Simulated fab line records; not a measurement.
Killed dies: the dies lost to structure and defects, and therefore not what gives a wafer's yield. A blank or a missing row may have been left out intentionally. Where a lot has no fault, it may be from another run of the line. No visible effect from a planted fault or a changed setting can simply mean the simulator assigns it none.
fab line records    flow n5_finfet
[record] lots = 12  wafers = 34  last_day = 18
route steps=1938 shown MOL_CONTACT_COAG@535 PASSIVATION@1936
lots that met no fault: from a run of the same line without faults
start_h: the number of hours between the record's first day and the start of the first shown wafer of the lot    wait_h: hours from the lot's prior step to this one    " the same as in the row above    L1.1+2: a row that stands for several wafers    - no value present, or no start provided    * or withheld: withheld    < > ~ a bound
route shown NAME@n: NAME is a module with steps in the file, n the number in the route of the first one    usual: mean/standard deviation taken from wafers without a fault    same: alike in all rows    chamber/n: place in a boat    sites: per-site readings    _std_site: the values' standard deviation    _edge_site: inner sites' mean taken away from outer sites' mean    radius_mm: how far each site lies from the wafer's centre    mask NAME#n: copy n    behind: the tool/chamber that last shaped the wafer    hold: what put the lot on hold/how long, in hours/how the hold closed    device: names the non-switching transistor (n, p or np)    end of line: tests of these same wafers at the route's end    for a step that has no rows: nothing shown but its recipe    killed: the dies lost at the first sort to structure and to defects; this is not the yield of the wafer    map: the dies of a wafer, with x for killed, . for not killed, _ for no die there
set.NAME: the setting that was run; set.NAME@STEP: the one run at that earlier step    model.NAME: the simulator's own value behind a step, which no gauge read
route steps across a sampled set of lots; one table per step, one row per wafer
services: when a tool's chamber went out of use (start_h, in hours from the record's first day, below 0 if earlier), for how many hours, and the reason
[[steps]]
[step N5_MOL_CONTACT_COAG_CONTACT_ETCH_14]
[recipe] chemistry = C4F6/O2  target = SiO2  target_depth_a = 275  overetch_a = 85  mask_material = SOC  pressure_mtorr = 30  source_w = 370  bias_w = 185  Ar_flow_sccm = 300  C4F6_flow_sccm = 16  O2_flow_sccm = 10  time_s = 20  ion_energy_ev = 259.6
[usual] drypump_motor_current_A = 6.0/0.47  oes_ar_750_au = 0.77/0.08  oes_product_au = 0.66/0.066  rf_vpp_V = 693/3.4  showerhead_plenum_p_Torr = 2.88/0.098  throttle_valve_pct = 21.23/0.26
lot.wafer  tool         chamber  start_h  wait_h  drypump_motor_current_A  oes_ar_750_au  oes_product_au  rf_hours_counter_h  rf_vpp_V  showerhead_plenum_p_Torr  throttle_valve_pct
L276.2     rie_diel-02  3        96.28    0.0     6.8                      0.68           0.60            204                 692       2.85                      21.73
L276.3     "            1        "        "       6.3                      0.86           0.74            43                  695       2.96                      21.39
L276.6     "            0        "        "       5.8                      0.75           0.64            -                   688       2.73                      20.89
L277.1     rie_diel-04  3        107.91   0.0     5.8                      0.72           0.60            222                 690       2.74                      20.99
L277.3     "            2        "        "       6.0                      0.87           0.74            48                  698       3.03                      21.13
L277.6     "            1        "        "       5.8                      0.70           0.61            -                   696       2.97                      21.41
L278.2     rie_diel-06  0        112.42   0.0     6.4                      0.79           0.67            102                 693       2.91                      21.09
L278.6     "            1        "        "       5.7                      0.84           0.73            -                   690       2.81                      21.06
L279.2     rie_diel-06  2        115.09   0.0     4.9                      0.76           0.64            183                 691       2.87                      21.22
L279.3     "            1        "        "       5.8                      0.85           0.72            58                  690       2.81                      21.02
L279.5     "            1        "        "       5.8                      0.84           0.72            -                   689       2.81                      21.01
L280.1     rie_diel-02  1        122.80   0.0     6.3                      0.85           0.72            53                  694       2.95                      21.38
L280.5     "            1        "        "       6.3                      0.86           0.72            -                   695       2.95                      21.42
L280.6     "            0        "        "       5.8                      0.74           0.63            -                   690       2.73                      20.90
L281.1     rie_diel-06  1        124.94   0.0     5.8                      0.84           0.72            61                  690       2.81                      21.03
L281.3     "            0        "        "       6.4                      0.79           0.66            106                 694       2.91                      21.08
L281.5     "            1        "        "       5.8                      0.84           0.73            -                   690       2.81                      21.02
L282.1     rie_diel-04  3        130.41   0.0     5.8                      0.72           0.59            228                 686       2.74                      21.01
L282.2     "            1        "        "       5.8                      0.70           0.61            233                 697       2.96                      21.43
L282.4     "            0        "        "       5.9                      0.91           0.79            18                  700       3.01                      21.17
L283.2     rie_diel-02  3        135.92   0.0     6.8                      0.67           0.59            218                 692       2.85                      21.75
L283.4     "            2        "        "       5.9                      0.70           0.60            -                   692       2.88                      21.45
L292.2     rie_diel-04  1        191.21   0.0     5.8                      0.94           0.80            1                   694       2.96                      21.09
L292.3     "            2        "        "       6.0                      0.82           0.70            83                  697       3.01                      21.18
L292.5     "            2        "        "       6.0                      0.82           0.69            -                   698       3.01                      21.20
L295.2     rie_diel-06  0        211.65   0.0     6.4                      0.75           0.63            147                 692       2.89                      21.12
L295.3     "            2        "        "       5.0                      0.72           0.62            226                 691       2.85                      21.28
L295.6     "            3        "        "       6.4                      0.76           0.66            -                   697       2.98                      21.13
L296.2     rie_diel-04  2        213.74   0.0     6.0                      0.82           0.70            91                  697       3.01                      21.20
L296.5     "            0        "        "       5.9                      0.85           0.74            -                   698       2.99                      21.23
L296.6     "            1        "        "       5.8                      0.90           0.79            -                   694       2.95                      21.14
L298.2     rie_diel-04  3        228.70   0.0     5.8                      0.98           0.81            7                   699       3.07                      20.65
L298.3     "            0        "        "       5.9                      0.84           0.73            58                  699       2.99                      21.23
L298.6     "            2        "        "       6.0                      0.81           0.69            -                   698       3.01                      21.22
[step N5_MOL_CONTACT_COAG_PRE_CLEAN_141]
[recipe] gas = H2/He  time_s = 60  temp_c = 300
[usual] heater_power_w = 463/64
lot.wafer  tool            chamber  start_h  wait_h  heater_power_w
L276.2     pvd_sputter-03  -        98.41    0.2     414
L276.3     "               -        "        "       521
L276.6     "               -        "        "       363
L277.1     pvd_sputter-03  -        110.26   1.0     513
L277.3     "               -        "        "       412
L277.6     "               -        "        "       363
L279.2     pvd_sputter-02  -        116.75   0.2     552
L279.3     "               -        "        "       447
L279.5     "               -        "        "       454
L278.2     pvd_sputter-02  -        117.08   0.4     544
L278.6     "               -        "        "       552
L280.1     pvd_sputter-01  -        125.81   1.1     530
L280.5     "               -        "        "       432
L280.6     "               -        "        "       479
L281.1     pvd_sputter-02  -        127.77   1.6     450
L281.3     "               -        "        "       419
L281.5     "               -        "        "       453
L282.1     pvd_sputter-01  -        132.06   0.2     429
L282.2     "               -        "        "       519
L282.4     "               -        "        "       495
L283.2     pvd_sputter-03  -        137.47   0.3     437
L283.4     "               -        "        "       408
L292.2     pvd_sputter-03  -        193.99   0.4     442
L292.3     "               -        "        "       370
L292.5     "               -        "        "       409
L295.2     pvd_sputter-03  -        216.05   2.5     411
L295.3     "               -        "        "       515
L295.6     "               -        "        "       412
L296.2     pvd_sputter-03  -        216.67   0.6     362
L296.5     "               -        "        "       442
L296.6     "               -        "        "       373
L298.2     pvd_sputter-02  -        232.67   2.7     455
L298.3     "               -        "        "       434
L298.6     "               -        "        "       563
[step N5_MOL_CONTACT_COAG_ALD_27]
[recipe] material = SiOC  target_thk_a = 170  temp_c = 400  ald_precursor_family = carbosiloxane  ald_co_reactant = H2-plasma  pulse_time_s = 1.5  time_s = 2720  purge_time_s = 2  co_reactant_purge_time_s = 2  ald_cycles = 340  pressure_torr = 2
[usual] ald_cycles = 340/0  heater_power_w = 854/90  precursor_pulse_height_rel = 1.002/0.021  run_length_s = 2769.9/0.76  time_s = 2720/0
lot.wafer  tool        chamber  start_h  wait_h  ald_cycles  heater_power_w  precursor_pulse_height_rel  run_length_s  time_s
L276.2     ald_sin-04  0        102.21   0.0     340         767             1.025                       2769.4        2720
L276.3     "           1        "        "       340         769             0.982                       2770.0        2720
L276.6     "           0        "        "       340         768             1.026                       2769.7        2720
L277.1     ald_sin-04  2        116.83   0.2     340         838             1.023                       2769.0        2720
L277.3     "           1        "        "       340         767             0.994                       2769.9        2720
L277.6     "           2        "        "       340         849             1.034                       2768.8        2720
L279.2     ald_sin-04  1        120.60   0.1     340         754             1.061                       2769.4        2720
L279.3     "           3        "        "       340         1004            1.000                       2768.8        2720
L279.5     "           2        "        "       340         872             0.980                       2769.1        2720
L278.2     ald_sin-02  2        121.14   0.3     340         932             1.002                       2770.4        2720
L278.6     "           3        "        "       340         765             1.007                       2770.8        2720
L280.1     ald_sin-04  0        129.41   0.0     340         790             1.040                       2769.6        2720
L280.5     "           3        "        "       340         1002            1.011                       2768.8        2720
L280.6     "           2        "        "       340         857             0.992                       2769.0        2720
L281.1     ald_sin-04  3        132.34   0.0     340         998             1.042                       2768.7        2720
L281.3     "           1        "        "       340         753             0.996                       2769.5        2720
L281.5     "           3        "        "       340         1010            0.991                       2768.6        2720
L282.1     ald_sin-04  1        136.53   0.0     340         759             1.031                       2769.7        2720
L282.2     "           0        "        "       340         764             0.998                       2770.0        2720
L282.4     "           3        "        "       340         990             0.953                       2768.7        2720
L283.2     ald_sin-04  0        141.29   0.0     494         776             1.027                       4001.3        3952
L283.4     "           1        "        "       340         773             0.987                       2769.4        2720
L292.2     ald_sin-02  3        197.25   0.0     340         770             1.030                       2770.9        2720
L292.3     "           0        "        "       340         846             0.996                       2770.4        2720
L292.5     "           3        "        "       340         778             0.965                       2770.6        2720
L295.2     ald_sin-02  1        220.96   0.0     340         806             0.987                       2770.1        2720
L295.3     "           0        "        "       340         850             1.036                       2770.2        2720
L295.6     "           0        "        "       340         849             0.986                       2770.4        2720
L296.2     ald_sin-03  3        221.46   0.0     340         727             1.023                       2770.2        2720
L296.5     "           3        223.00   1.6     340         723             0.986                       2771.0        2720
L296.6     "           0        "        "       340         1021            1.000                       2770.4        2720
L298.2     ald_sin-02  2        236.03   0.0     340         967             1.017                       2770.5        2720
L298.3     "           0        "        "       340         857             0.986                       2770.8        2720
L298.6     "           2        "        "       340         946             1.027                       2770.2        2720
[step N5_MOL_CONTACT_COAG_ALD_123]
[recipe] material = SiNx  target_thk_a = 50  temp_c = 400  ald_precursor_family = SiH2I2  ald_co_reactant = N2/H2-plasma  pulse_time_s = 1  purge_time_s = 2  co_reactant_purge_time_s = 2  ald_cycles = 100  pressure_torr = 2
[usual] ald_cycles = 100/0  heater_power_w = 837/89  precursor_pulse_height_rel = 1.000/0.021
lot.wafer  tool        chamber  start_h  wait_h  ald_cycles  heater_power_w  precursor_pulse_height_rel
L276.2     ald_sin-03  0        104.13   0.0     100         988             1.017
L276.3     "           2        "        "       100         844             0.996
L276.6     "           3        "        "       100         714             0.981
L277.1     ald_sin-02  3        119.19   0.5     100         763             1.005
L277.3     "           1        "        "       100         806             1.030
L277.6     "           3        "        "       100         758             0.978
L279.2     ald_sin-04  0        122.95   0.5     100         772             0.994
L279.3     "           1        "        "       100         743             0.952
L279.5     "           1        "        "       100         739             1.028
L278.2     ald_sin-03  2        123.03   0.0     100         808             1.026
L278.6     "           3        "        "       100         716             1.005
L280.1     ald_sin-04  3        131.31   0.0     100         1008            0.997
L280.5     "           1        "        "       100         742             1.025
L280.6     "           2        "        "       100         842             1.001
L281.1     ald_sin-02  0        134.24   0.0     100         797             1.020
L281.3     "           3        "        "       100         754             1.016
L281.5     "           1        "        "       100         806             1.018
L282.1     ald_sin-02  0        138.69   0.3     100         840             0.964
L282.2     "           1        "        "       100         806             1.026
L282.4     "           0        "        "       100         829             1.024
L283.2     ald_sin-04  3        143.74   0.5     100         972             0.985
L283.4     "           2        "        "       100         870             0.998
L292.2     ald_sin-03  3        199.15   0.0     100         738             0.990
L292.3     "           2        "        "       100         839             1.003
L292.5     "           3        "        "       100         729             0.993
L295.2     ald_sin-02  0        222.88   0.1     100         827             0.972
L295.3     "           3        "        "       100         782             0.995
L295.6     "           1        "        "       100         819             0.979
L296.2     ald_sin-03  0        224.75   0.7     100         1070            1.021
L296.5     "           0        "        "       100         1035            1.002
L296.6     "           3        "        "       100         747             1.010
L298.2     ald_sin-02  2        237.95   0.0     100         954             0.978
L298.3     "           0        "        "       100         842             1.027
L298.6     "           0        "        "       100         824             0.991
[step N5_PASSIVATION_PROBE_49]
[usual] killed_at_M0_to_M3 = 32/11  killed_at_M4_up = 12/4.4  killed_at_contacts = 13/6.1  killed_at_front_end = 39/12  killed_at_other = 3.9/3  killed_dies = 100/17  killed_open = 66/12  killed_short = 33/7.4
[same] gross_dies = 1180  killed_at_back_side = 0
lot.wafer  tool       chamber  start_h  wait_h  killed_at_M0_to_M3  killed_at_M4_up  killed_at_contacts  killed_at_front_end  killed_at_other  killed_dies  killed_open  killed_short
L280.1     prober-02  -        324.82   0.0     43                  8                12                  51                   1                115          77           36
L280.5     prober-02  -        325.02   0.2     18                  7                19                  42                   1                87           64           18
L280.6     prober-02  -        325.07   0.3     43                  13               11                  36                   1                104          67           36
// killed by level:class
L280.1 BEOL_M0_SAQP:geometric_particle:open=11 STI_FIN_REVEAL:geometric_particle:open=10 MOL_CONTACT_COAG:geometric_particle:open=9 BEOL_M0_SAQP:geometric_particle:short=8 FIN_SAQP:geometric_particle:open=6 BEOL_M2:geometric_particle:open=6 BEOL_M3:geometric_particle:short=6 FIN_SAQP:geometric_particle:short=5
L280.5 MOL_CONTACT_COAG:geometric_particle:open=15 FIN_SAQP:geometric_particle:open=9 STI_FIN_REVEAL:geometric_particle:open=8 BEOL_M0_SAQP:geometric_particle:open=5 MOL_CONTACT_COAG:geometric_particle:short=4 BEOL_M0_SAQP:geometric_particle:short=4 FIN_SAQP:geometric_particle:short=3 DUMMY_GATE:geometric_particle:open=3
L280.6 BEOL_M0_SAQP:geometric_particle:open=13 BEOL_M0_SAQP:geometric_particle:short=12 FIN_SAQP:geometric_particle:open=8 STI_FIN_REVEAL:geometric_particle:open=8 FIN_SAQP:geometric_particle:short=7 MOL_CONTACT_COAG:geometric_particle:open=7 BEOL_M2:geometric_particle:open=7 BEOL_M4:geometric_particle:open=6
[[services]]
tool            chamber  start_h  hours  kind
rie_diel-02     2        98.16    2.6    repair
ald_sin-03      -        107.42   14.6   pm
pvd_sputter-03  -        114.05   5.8    repair
rie_diel-02     3        114.24   1.8    repair
ald_sin-03      -        123.64   3.7    repair
ald_sin-03      -        129.82   1.7    repair
rie_diel-04     -        137.64   1.0    repair
pvd_sputter-02  -        138.18   3.5    repair
ald_sin-04      3        148.02   13.1   repair
ald_sin-02      -        155.19   0.6    repair
rie_diel-02     -        158.13   14.6   pm
rie_diel-04     1        166.78   -      clean
rie_diel-04     1        166.78   -      consumable_replace:focus_ring
rie_diel-04     1        166.78   21.4   scheduled_down
rie_diel-04     1        166.78   21.4   vent_cycle
ald_sin-03      -        176.92   14.0   pm
rie_diel-04     3        188.31   -      clean
rie_diel-04     3        188.31   -      consumable_replace:focus_ring
rie_diel-04     3        188.31   -      consumable_replace:showerhead
rie_diel-04     3        188.31   15.4   scheduled_down
rie_diel-06     2        189.17   6.4    repair
rie_diel-06     -        195.09   0.2    repair
ald_sin-03      2        202.10   28.3   repair
ald_sin-02      1        211.53   4.4    repair
[[key]]
[first_sign] step = N5_MOL_CONTACT_COAG_ALD_27  reading = ald_cycles  direction = up  sigmas = 99+  usual = *  struck = *
[effect] step = N5_MOL_CONTACT_COAG_ALD_27  reading = time_s  direction = up  sigmas = 99+  usual = *  struck = *
met_at N5_MOL_CONTACT_COAG_ALD_27
struck_lots L283
struck_wafers L283.2
tester_left_out L283
not_acting_at N5_MOL_CONTACT_COAG_CONTACT_ETCH_14,N5_MOL_CONTACT_COAG_PRE_CLEAN_141,N5_MOL_CONTACT_COAG_ALD_123
onset_between 136.53 141.29
[fault] kind = process_parameter_drift  tool = ald_sin-04  chamber = -  onset_h = 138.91  steps = N5_MOL_CONTACT_COAG_ALD_27  channel = ald_cycles  offset = *  shape = step  end_h = 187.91  scope = struck_wafers_only  acts_in = *  stated = *
// tester_left_out: of these lots the tester's yield and bins aren't shown, on N5 and GAA mostly nor the transistor test; their killed dies are dies lost to structure and defects alone, not to doping, threshold or leakage, so they don't give the yield
